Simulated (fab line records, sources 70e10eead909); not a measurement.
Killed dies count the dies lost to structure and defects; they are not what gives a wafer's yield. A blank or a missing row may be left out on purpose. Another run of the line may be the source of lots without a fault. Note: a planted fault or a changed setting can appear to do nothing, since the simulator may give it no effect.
Which tool is to blame? / flow nand_harc / route of 1159 steps, sampled at 1 step: 12 lots, 36 wafers

WHAT THE GAUGES SHOWED, per wafer
NHARC_P_ZERO_WELL_CD_MEAS_11 targets a cd of 500 nm.
lot=L075; measured=day 1 19:38; on=cd_sem-03; cd_nm (nm)=495.4 495.8 495.7
lot=L077; measured=day 2 07:14; on=cd_sem-01; cd_nm (nm)=500.7 500.9 500.4
lot=L079; measured=day 2 19:14; on=cd_sem-02; cd_nm (nm)=499.4 500.4 500.8
lot=L081; measured=day 3 07:15; on=cd_sem-03; cd_nm (nm)=500.9 497.8 497.7
lot=L083; measured=day 3 19:16; on=cd_sem-02; cd_nm (nm)=499.6 500.5 500.1
lot=L085; measured=day 4 07:16; on=cd_sem-01; cd_nm (nm)=498.3 497.7 499.1
lot=L087; measured=day 4 19:08; on=cd_sem-01; cd_nm (nm)=498.1 498.8 499.0
lot=L089; measured=day 5 07:14; on=cd_sem-01; cd_nm (nm)=501.4 501.1 501.4
lot=L091; measured=day 5 19:08; on=cd_sem-01; cd_nm (nm)=499.1 497.6 498.8
lot=L093; measured=day 6 07:15; on=cd_sem-02; cd_nm (nm)=503.0 500.8 501.6
lot=L095; measured=day 6 19:15; on=cd_sem-02; cd_nm (nm)=502.2 503.4 502.8
lot=L097; measured=day 7 07:07; on=cd_sem-01; cd_nm (nm)=499.8 500.1 499.0

TOOL THAT RAN EACH LOT (tool first, then ch and the chambers of the sampled wafers, then the start)
There is no process step in the record ahead of these readings.

THE ANSWER, worked out from the rows above alone
Rule: the usual values come from the lots themselves. Put in order of their means at a reading, lots are off if they are a third of the lots or fewer, leave a main group of 4 or more, and stand apart from it by a gap of 3 or more times the standard deviation of the main group's means; of several such gaps the widest counts. A main group is skipped when, at the precision printed for the reading in the tables above, its means are all equal. Also off: a lot with no number at a reading for which 4 or more lots have one. The other lots that the step has rows for count as sound.
No lot is off at any reading shown: from this, nothing can be told.

WHAT HAD BEEN PUT IN BY THE SIMULATOR
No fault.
